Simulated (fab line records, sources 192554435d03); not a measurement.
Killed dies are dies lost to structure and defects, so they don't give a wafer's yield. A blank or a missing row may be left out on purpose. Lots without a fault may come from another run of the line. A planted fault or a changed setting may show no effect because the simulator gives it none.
A struck lot beside a sound one | flow n5_finfet | 14 steps out of a route of 1938
Sound: wafers L927.3, L927.5, L927.6. Struck: wafers L919.2, L919.3, L919.6. The cause comes at the end.
At each step with rows: each side's tool, then ch and its chambers, then its first start. Under that, the readings that differ: sound wafers | struck wafers | difference of the means | sigmas: that difference in standard deviations of wafers without a fault.
alike: readings whose means differ by less than 2 such deviations, and words and numbers that are the same on both sides. not compared: withheld readings, readings that some wafer has no value for, bounds like >300 that may hide the same value, and numbers for which the record gives no deviation and whose values overlap.
The two part at a step that has a row with sigmas, a row that says differs or no value, or rows on one side only. Numbers that don't overlap but have no deviation are shown without sigmas and don't part them. A reading that every wafer of one side lacks parts them only if that side has two wafers or more.

N5_SD_ACTIVATION_LSA_01: time 0.0008 s.
  sound on laser_anneal-01 ch 0, day 6 22:52; struck on laser_anneal-01 ch 0, day 4 22:05
  alike: wafer_temp_C_max
N5_SD_ACTIVATION_RS_MEAS_03: measures by four-point-probe.
  sound on film_metro-01, day 6 23:03; struck on film_metro-01, day 4 22:16
  alike: RS_SD_N, RS_SD_P
N5_SD_ACTIVATION_INSPECT_02: inspects for defects (darkfield).
  sound on defect_inspect-01, day 6 23:20; struck on defect_inspect-01, day 4 22:35
  alike: raw_defect_count
N5_ILD0_LINER_00: material SiNx, target thk 4 nm, pulse time 1 s, purge time 2 s.
  sound on ald_sin-02 ch 1,2, day 6 23:30; struck on ald_sin-01 ch 1,3, day 4 22:56
  alike: heater_power_w, precursor_pulse_height_rel
then, 2 steps without rows for these wafers: N5_ILD0_FCVD_FILL_01 (material SiO2 flowable, target thk 200 nm, time 328.3 s); N5_ILD0_CURE_02 (time 1800 s).
N5_ILD0_CMP_03: polishes, stops on SiNx, t overpolish 1.9 s, target thk 197.38 nm.
  sound on cmp-01 ch 0,3, day 7 02:07; struck on cmp-01 ch 0,1,3, day 5 01:18
  alike: motor_current_A, overpolish_run_s, time_to_endpoint_s
N5_ILD0_THK_MEAS_04:
  sound on film_metro-02, day 7 02:22; struck on film_metro-02, day 5 01:35
  alike: thk_nm
N5_ILD0_CMP_07: polishes SiO2 flowable, stops on poly-Si, t overpolish 1.18 s, target thk 138.88 nm.
  sound on cmp-03 ch 0,3, day 7 02:29; struck on cmp-03 ch 0,2,3, day 5 01:42
  alike: motor_current_A
N5_ILD0_THK_MEAS_08:
  sound on film_metro-02, day 7 02:45; struck on film_metro-02, day 5 01:55
  alike: thk_nm
then, 1 step without rows for these wafers: N5_ILD0_PRECLEAN_10 (cleans in NF3:NH3, afs cycles 5, time 20 s, sublimation time 60 s).
N5_ILD0_ALD_15: deposits SiNx, target thk 24 nm, pulse time 1 s, ald cycles 480.
  sound on ald_sin-02 ch 0,1,3, day 7 03:28; struck on ald_sin-01 ch 0,1, day 5 02:38
  reading                               | sound        | struck       | difference | sigmas
  ald_cycles                            | 480 480 480  | 462 462 462  | -18        |
  model.SiNx_of_ILD0_ALD_15.thk_nm (nm) | 23.8 24 23.8 | 23.2 23 23.2 | -0.7       |
  alike: heater_power_w, precursor_pulse_height_rel
N5_ILD0_CMP_12: polishes SiNx, stops on poly-Si, t overpolish 6 s, target thk 17.67 nm.
  sound on cmp-02 ch 2,3, day 7 05:40; struck on cmp-02 ch 1,3, day 5 04:52
  alike: motor_current_A, overpolish_run_s, time_to_endpoint_s
-- the record jumps here: 4 days lie between the struck wafers' starts before and after (it left off in module ILD0 and takes up again in module BEOL_M4, whose first step shown is number 1111 of the route) --
N5_BEOL_M4_RC_MEAS_101:
  sound on prober-01 ch 0, day 11 06:01; struck on prober-01 ch 0, day 9 01:01
  alike: DIBL_N, DIBL_P, IOFF_N, IOFF_P, ION_N, ION_P, SS_N, SS_P, VT_N, VT_P

WHERE THEY PART
Nowhere in this record.

WHY: what the simulator had put in
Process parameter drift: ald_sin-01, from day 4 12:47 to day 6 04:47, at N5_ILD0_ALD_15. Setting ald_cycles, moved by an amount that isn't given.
